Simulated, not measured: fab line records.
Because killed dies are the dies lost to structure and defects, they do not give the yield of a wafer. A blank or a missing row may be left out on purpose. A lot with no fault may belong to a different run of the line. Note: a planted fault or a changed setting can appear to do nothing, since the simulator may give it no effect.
fab line records    flow nandHarc
record: lots: 14  wafers: 42  lastDay: 26
route steps=1159 shown A_BLC@974 A_M0@1001
lots that met no fault: taken from a fault-free run of the same line
startH: start of the lot's first displayed wafer, in hours after the record's first day    waitH: hours from the lot's prior step to this one    " same as the row above    L1.1+2: several wafers, shown together as one row    - value missing, or start not given    * or withheld: withheld    < > ~ a bound
route shown NAME@n: names a module that has steps shown in the file, with the first one's number in the route    usual: the fault-free wafers' mean and standard deviation    same: alike in all rows    chamber/n: place in a boat    sites: readings site by site    _std_site: standard deviation of those values    _edge_site: mean of outer sites minus mean of inner sites    radiusMm: for every site, how far away it sits from the centre of the wafer    mask NAME#n: copy n    behind: the last tool/chamber to shape the wafer    hold: cause of the lot's hold/its duration in hours/its outcome    device: the transistor (n, p or np) that didn't switch    end of line: the same wafers' tests at the end of the route    a step with no rows: only its recipe    killed: count of dies lost to structure and defects at first sort (not the wafer's yield)    map: a wafer's dies, marking killed ones x, the rest . and places with no die _
set.NAME: the setting the step ran with; set.NAME@STEP: the setting that earlier step ran with    model.NAME: the simulator's own value behind a step, which no gauge read
a sample of lots followed through the steps of the route, with each step as a table and each wafer as a row
services: when a tool's chamber went out of use (startH, in hours from the record's first day, below 0 if earlier), for how many hours, and the reason
== steps ==
step: NHARC_A_BLC_CD_MEAS_10
recipe: targetCdNm: 100  landingEnergyEv: 500
usual: cdNm: 100.0/0.65
same: landingEnergyEv: 500
lot.wafer  tool      chamber  startH  waitH  cdNm
L260.1     cdSem-01  0        394.86  -      101.0
L260.2     "         0        "       "      99.9
L260.4     "         0        "       "      99.9
L261.1     cdSem-03  0        402.63  -      100.7
L261.2     "         0        "       "      100.4
L261.3     "         0        "       "      100.0
L265.3     cdSem-01  0        441.67  -      99.7
L265.4     "         0        "       "      99.5
L265.6     "         0        "       "      99.6
L266.1     cdSem-01  0        447.70  -      100.6
L266.2     "         0        "       "      101.6
L266.3     "         0        "       "      100.0
L269.4     cdSem-02  0        461.27  -      100.8
L269.5     "         0        "       "      99.0
L269.6     "         0        "       "      99.3
L270.2     cdSem-03  0        464.60  -      99.4
L270.3     "         0        "       "      100.3
L270.5     "         0        "       "      99.6
L274.3     cdSem-02  0        476.53  -      99.4
L274.4     "         0        "       "      99.1
L274.5     "         0        "       "      99.7
L273.2     cdSem-01  0        484.27  -      99.8
L273.3     "         0        "       "      100.0
L273.5     "         0        "       "      100.5
L277.1     cdSem-03  0        493.44  -      99.8
L277.3     "         0        "       "      100.9
L277.5     "         0        "       "      100.5
L275.1     cdSem-03  0        495.07  -      100.6
L275.2     "         0        "       "      100.2
L275.5     "         0        "       "      100.1
L279.1     cdSem-01  0        514.69  -      100.2
L279.2     "         0        "       "      100.4
L279.5     "         0        "       "      99.7
L278.3     cdSem-01  0        516.67  -      100.8
L278.4     "         0        "       "      100.8
L278.5     "         0        "       "      100.0
L280.1     cdSem-02  0        522.21  -      99.6
L280.2     "         0        "       "      100.0
L280.3     "         0        "       "      99.9
L281.2     cdSem-02  0        532.55  -      99.3
L281.3     "         0        "       "      99.4
L281.6     "         0        "       "      99.6
step: NHARC_A_BLC_CMP_25
recipe: tOverpolishS: 30  targetThkNm: 150
usual: motorCurrentA: 11.9/1.2  overpolishRunS: 30.001/0.0093  slurryFlowMlMin: 150.0/0.49  timeToEndpointS: 31.5/2.3
lot.wafer  tool    chamber  startH  waitH  motorCurrentA  overpolishRunS  slurryFlowMlMin  timeToEndpointS
L260.2     cmp-01  2        397.64  0.5    13.3           29.996          149.9            29.9
L260.4     "       3        "       "      10.8           29.994          150.7            33.8
L260.1     "       1        "       "      11.6           30.022          149.4            34.5
L261.3     cmp-01  0        410.45  0.3    13.2           29.998          149.8            32.1
L261.2     "       1        "       "      12.2           30.010          149.5            33.7
L261.1     "       2        "       "      13.2           29.993          149.7            31.0
L265.3     cmp-03  2        444.63  0.4    12.7           30.006          150.1            28.7
L265.4     "       3        "       "      11.4           29.973          149.7            28.3
L265.6     "       0        "       "      10.6           30.008          149.7            27.9
L266.2     cmp-02  2        451.66  0.5    11.2           29.997          149.7            30.5
L266.3     "       3        "       "      13.8           29.996          149.2            28.8
L266.1     "       0        "       "      9.2            30.016          149.4            29.2
L269.4     cmp-03  0        467.02  0.3    10.4           30.005          150.2            29.2
L269.6     "       2        "       "      12.1           30.003          150.2            30.2
L269.5     "       3        "       "      11.7           29.997          149.8            30.9
L270.2     cmp-02  0        467.49  0.5    9.6            29.988          149.4            29.9
L270.3     "       1        "       "      12.7           29.999          149.9            33.0
L270.5     "       0        "       "      9.3            29.994          149.1            30.0
L274.4     cmp-03  3        483.78  0.3    11.5           29.991          149.6            28.4
L274.3     "       0        "       "      10.3           29.989          149.7            30.6
L274.5     "       1        "       "      12.1           30.003          149.6            31.7
L273.2     cmp-02  1        489.98  0.4    13.0           30.004          150.3            30.7
L273.3     "       2        "       "      11.0           30.002          150.4            27.8
L273.5     "       2        "       "      11.2           30.004          149.6            29.8
L277.3     cmp-02  0        501.49  0.3    9.0            29.992          150.0            33.1
L277.1     "       1        "       "      13.2           29.989          150.7            35.8
L277.5     "       0        "       "      9.5            30.012          148.8            34.2
L275.2     cmp-03  0        501.92  0.4    10.8           30.006          149.9            30.8
L275.1     "       3        "       "      11.6           29.999          149.9            29.9
L275.5     "       1        "       "      11.6           30.004          150.9            28.9
L279.1     cmp-03  3        517.71  0.5    11.7           30.005          149.7            28.1
L279.2     "       0        "       "      11.1           30.019          149.6            29.1
L279.5     "       2        "       "      13.3           29.983          150.3            29.3
L278.4     cmp-02  1        519.48  0.2    12.8           30.028          149.9            35.7
L278.3     "       3        "       "      13.0           30.013          150.0            37.0
L278.5     "       1        "       "      12.9           30.008          149.3            37.0
L280.1     cmp-03  0        530.11  0.4    10.5           30.009          150.2            30.3
L280.3     "       2        "       "      12.4           30.003          149.6            33.9
L280.2     "       3        "       "      11.8           30.007          150.6            33.2
L281.3     cmp-02  1        535.71  0.3    12.9           29.998          149.3            31.7
L281.2     "       2        "       "      11.5           30.000          149.6            31.3
L281.6     "       1        "       "      13.0           29.986          149.0            31.8
step: NHARC_A_M0_EXPOSE_06
recipe: na: 1.35  targetCdNm: 80  doseMj: 83.25  maskId: A_M0
usual: exposureDoseMJCm2: 83.18/0.08  focusOffsetNm: 0.0/0.54  na: 1.35/0
lot.wafer  tool            chamber  startH  waitH  mask    exposureDoseMJCm2  focusOffsetNm  na
L260.1     arfiScanner-03  0        398.80  -      A_M0#0  83.40              0.1            1.35
L260.2     "               0        "       "      A_M0#0  83.17              0.4            1.35
L260.4     "               0        "       "      A_M0#0  83.29              0.7            1.35
L261.1     arfiScanner-01  0        411.61  -      A_M0#0  83.13              -0.3           1.35
L261.2     "               0        "       "      A_M0#0  83.02              0.4            1.35
L261.3     "               0        "       "      A_M0#0  83.11              -0.2           1.35
L265.3     arfiScanner-01  -        445.76  -      A_M0#0  -                  -              -
L265.4     "               -        "       "      A_M0#0  -                  -              -
L265.6     "               -        "       "      A_M0#0  -                  -              -
L266.1     arfiScanner-01  -        452.70  -      A_M0#0  -                  -              -
L266.2     "               -        "       "      A_M0#0  -                  -              -
L266.3     "               -        "       "      A_M0#0  -                  -              -
L269.4     arfiScanner-02  0        468.15  -      A_M0#0  83.20              0.0            1.35
L269.5     "               0        "       "      A_M0#0  83.27              0.5            1.35
L269.6     "               0        "       "      A_M0#0  83.21              1.3            1.35
L270.2     arfiScanner-03  0        468.70  -      A_M0#0  83.16              0.7            1.35
L270.3     "               0        "       "      A_M0#0  83.42              0.3            1.35
L270.5     "               0        "       "      A_M0#0  83.16              -0.5           1.35
L274.3     arfiScanner-01  0        484.90  -      A_M0#0  83.22              -0.2           1.35
L274.4     "               0        "       "      A_M0#0  83.32              0.4            1.35
L274.5     "               0        "       "      A_M0#0  83.23              0.5            1.35
L273.2     arfiScanner-01  0        491.03  -      A_M0#0  83.09              -0.6           1.35
L273.3     "               0        "       "      A_M0#0  83.23              -0.5           1.35
L273.5     "               0        "       "      A_M0#0  83.17              -1.6           1.35
L277.1     arfiScanner-03  0        502.53  -      A_M0#0  83.06              -0.2           1.35
L277.3     "               0        "       "      A_M0#0  83.24              0.3            1.35
L277.5     "               0        "       "      A_M0#0  83.20              0.4            1.35
L275.1     arfiScanner-02  0        503.09  -      A_M0#0  83.07              -0.5           1.35
L275.2     "               0        "       "      A_M0#0  83.11              -0.7           1.35
L275.5     "               0        "       "      A_M0#0  83.07              0.1            1.35
L279.1     arfiScanner-03  0        518.97  -      A_M0#0  83.22              -0.2           1.35
L279.2     "               0        "       "      A_M0#0  83.14              -0.4           1.35
L279.5     "               0        "       "      A_M0#0  83.28              -1.0           1.35
L278.3     arfiScanner-01  0        520.66  -      A_M0#0  83.01              0.4            1.35
L278.4     "               0        "       "      A_M0#0  83.17              0.1            1.35
L278.5     "               0        "       "      A_M0#0  83.19              0.0            1.35
L280.1     arfiScanner-03  0        531.27  -      A_M0#0  83.21              0.1            1.35
L280.2     "               0        "       "      A_M0#0  83.28              0.4            1.35
L280.3     "               0        "       "      A_M0#0  83.18              0.0            1.35
L281.2     arfiScanner-02  0        536.75  -      A_M0#0  83.16              -0.4           1.35
L281.3     "               0        "       "      A_M0#0  83.08              -1.2           1.35
L281.6     "               0        "       "      A_M0#0  83.07              0.1            1.35
step: NHARC_A_M0_DESCUM_14
recipe: timeS: 3  o2FlowSccm: 200  arFlowSccm: 0  biasPowerW: 0  chemistry: O2
usual: drypumpMotorCurrentA: 5.8/0.46  oesProductAu: 0.996/0.0089  rfVppV: 57.9/1  showerheadPlenumPTorr: 1.93/0.071  throttleValvePct: 11.310/0.0099
same: timeS: 3
lot.wafer  tool        chamber  startH  waitH  drypumpMotorCurrentA  oesProductAu  rfHoursCounterH  rfVppV  showerheadPlenumPTorr  throttleValvePct
L260.2     rieDiel-12  1        399.14  0.1    5.9                   0.988         0                59.1    2.00                   11.305
L260.4     "           2        "       "      6.0                   0.991         1                57.7    1.95                   11.289
L260.1     "           3        "       "      6.1                   0.993         1                55.9    1.79                   11.325
L261.3     rieDiel-12  0        411.94  0.1    6.4                   0.999         2                58.2    1.81                   11.316
L261.2     "           1        "       "      5.9                   1.002         1                56.4    2.00                   11.300
L261.1     "           2        "       "      6.0                   1.000         1                57.4    1.95                   11.315
L265.3     rieDiel-02  0        446.09  0.1    5.9                   1.004         9                58.0    2.02                   11.318
L265.4     "           1        "       "      6.3                   1.005         6                58.8    1.95                   11.314
L265.6     "           3        "       "      5.5                   0.992         -                58.0    1.97                   11.304
L266.2     rieDiel-02  3        453.04  0.1    5.5                   0.991         9                56.9    1.97                   11.312
L266.3     "           0        "       "      6.0                   1.006         9                58.3    2.02                   11.313
L266.1     "           1        "       "      6.3                   0.999         6                58.7    1.94                   11.311
L269.4     rieDiel-12  1        468.49  0.1    6.0                   0.996         5                58.8    2.00                   11.322
L269.6     "           0        "       "      6.4                   0.990         -                57.5    1.81                   11.307
L269.5     "           1        "       "      5.9                   1.000         -                58.4    2.00                   11.300
L270.3     rieDiel-02  0        469.03  0.1    6.0                   1.000         10               58.1    2.02                   11.307
L270.2     "           1        "       "      6.4                   0.988         7                56.5    1.94                   11.314
L270.5     "           2        "       "      5.2                   0.986         -                56.6    1.94                   11.321
L274.4     rieDiel-11  1        485.22  0.1    5.3                   0.982         7                58.8    1.94                   11.330
L274.3     "           0        "       "      5.7                   1.007         6                58.3    1.82                   11.322
L274.5     "           2        "       "      5.0                   1.005         -                58.2    1.93                   11.312
L273.3     rieDiel-02  2        491.35  0.1    5.2                   0.993         12               56.5    1.94                   11.329
L273.2     "           1        "       "      6.3                   0.982         9                58.1    1.94                   11.320
L273.5     "           2        "       "      5.1                   0.995         -                57.3    1.93                   11.321
L277.1     rieDiel-12  2        502.86  0.1    6.0                   1.000         8                57.4    1.95                   11.295
L277.3     "           0        "       "      6.4                   1.003         8                56.5    1.81                   11.300
L277.5     "           2        "       "      5.9                   1.001         -                55.6    1.95                   11.317
L275.1     rieDiel-02  0        503.41  0.1    6.0                   1.010         13               59.4    2.02                   11.316
L275.2     "           1        "       "      6.4                   0.993         10               58.8    1.94                   11.320
L275.5     "           0        "       "      6.0                   0.998         -                56.6    2.02                   11.330
L279.1     rieDiel-12  3        519.30  0.1    6.1                   1.008         9                55.8    1.79                   11.310
L279.2     "           0        "       "      6.4                   0.986         9                57.3    1.81                   11.312
L279.5     "           3        "       "      6.1                   1.003         -                56.4    1.79                   11.302
L278.4     rieDiel-12  0        520.99  0.1    6.4                   1.001         9                57.8    1.81                   11.303
L278.3     "           1        "       "      5.9                   0.998         9                56.8    2.00                   11.316
L278.5     "           3        "       "      6.1                   1.012         -                56.5    1.79                   11.317
L280.2     rieDiel-02  3        531.59  0.1    5.5                   0.988         2                57.9    1.97                   11.321
L280.3     "           1        "       "      6.4                   0.990         2                57.5    1.94                   11.312
L280.1     "           2        "       "      5.2                   1.007         2                58.2    1.93                   11.312
L281.2     rieDiel-11  3        537.09  0.1    5.6                   1.013         10               56.3    1.84                   11.312
L281.3     "           0        "       "      5.7                   1.006         9                56.7    1.82                   11.300
L281.6     "           1        "       "      5.3                   0.975         -                57.9    1.94                   11.306
== services ==
tool            chamber  startH  hours  kind
cmp-01          -        375.50  4.0    pm
rieDiel-11      -        377.51  3.7    repair
rieDiel-02      0        377.88  2.2    repair
rieDiel-12      -        379.40  9.0    pm
rieDiel-12      1        391.39  5.3    repair
cmp-03          -        413.43  0.9    repair
cmp-03          -        426.52  0.7    repair
arfiScanner-02  -        428.00  4.0    pm
cmp-02          -        428.29  4.0    pm
cmp-03          -        440.84  1.4    repair
cmp-03          -        449.74  1.9    repair
rieDiel-11      1        452.84  6.7    repair
cmp-03          -        453.44  6.5    repair
rieDiel-02      3        454.41  52.1   repair
cmp-03          -        459.94  4.0    pm
rieDiel-12      2        472.20  7.5    repair
cmp-01          -        473.50  4.0    pm
arfiScanner-03  -        477.31  2.8    repair
arfiScanner-03  -        484.00  4.0    pm
rieDiel-02      2        499.09  5.0    repair
rieDiel-02      -        504.70  9.0    pm
cmp-02          -        526.29  4.0    pm
arfiScanner-01  -        528.02  53.1   repair
rieDiel-12      -        534.76  0.1    repair
== key ==
firstSign: step: NHARC_A_M0_EXPOSE_06  reading: toolRecord  direction: missing
effect none on later readings
metAt NHARC_A_M0_EXPOSE_06
struckLots L265,L266
laterRowsLeftOut L265.3,L265.4,L265.6,L266.1,L266.2,L266.3
sortLeftOut L265.3,L265.4,L265.6,L266.1,L266.2,L266.3
testerLeftOut L265
notActingAt NHARC_A_BLC_CD_MEAS_10,NHARC_A_BLC_CMP_25,NHARC_A_M0_DESCUM_14
onsetBetween 411.61 445.76
earlierFault: kind: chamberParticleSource  tool: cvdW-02  chamber: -  onsetH: 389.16  steps: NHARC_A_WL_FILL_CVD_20  ratePerVisitCm2: 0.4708
fault: kind: skippedStepWhole  tool: arfiScanner-01  chamber: -  onsetH: 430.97  steps: NHARC_A_M0_EXPOSE_06  scope: struckLotsOnly
testerLeftOut: of these lots the tester's yield and bins aren't shown, on N5 and GAA mostly nor the transistor test; their killed dies are dies lost to structure and defects alone, not to doping, threshold or leakage, so they don't give the yield
sortLeftOut: the simulated sort isn't trusted on such a fault, so these wafers' sort isn't shown, and their yield isn't known
laterRowsLeftOut: the simulator's readings of these wafers behind a module that went badly wrong aren't trusted and aren't shown, but for the sort
